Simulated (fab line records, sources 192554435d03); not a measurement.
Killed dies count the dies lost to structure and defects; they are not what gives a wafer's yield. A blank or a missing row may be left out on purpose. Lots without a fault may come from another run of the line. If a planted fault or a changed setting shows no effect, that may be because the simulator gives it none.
Chamber matching ; flow n5-finfet ; cvd-co-02 running N5_BEOL_M0_CVD_115: 3 sister chambers
The step deposits Co from CCTBA/H2, time 120 s. 3 wafers are shown with their chamber, then 7 later ones without.

EACH WAFER AND ITS CHAMBER
wafer;chamber;run-length-s (s)
L737.4;0;143.5
L739.5;2;143.7
L741.4;1;143.1

WAFERS WITH NO CHAMBER GIVEN
wafer;run-length-s (s)
L742.1;143.6
L742.3;142.4
L744.1;142.3
L744.4;143.8
L753.1;143.7
L753.3;144.0
L753.6;142.5

THE CHAMBER EACH PASSED THROUGH
wafer;from the rows above;in truth
L742.1;can't be placed: 0 or 2 or 1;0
L742.3;can't be placed: 1 or 0 or 2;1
L744.1;can't be placed: 1 or 0 or 2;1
L744.4;can't be placed: 2 or 0 or 1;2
L753.1;can't be placed: 2 or 0 or 1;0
L753.3;can't be placed: 2 or 0 or 1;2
L753.6;can't be placed: 1 or 0 or 2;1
Correct placement for 0 of the 7. These rows do not allow placing 7 (true chamber among the candidates in 7). Placed wrongly: 0.
How it was worked out, from the rows above alone: a wafer's distance from a chamber is the root of the sum, over the readings, of the square of ((its reading less the chamber's mean) divided by the reading's scatter). The wafer belongs to the nearest chamber; if the next one is less than 2 further off, it can't be placed. Each chamber's mean is taken over the wafers shown for it. The scatter: root of mean squared gap, hidden wafer to nearest shown wafer, with one shown wafer a chamber.
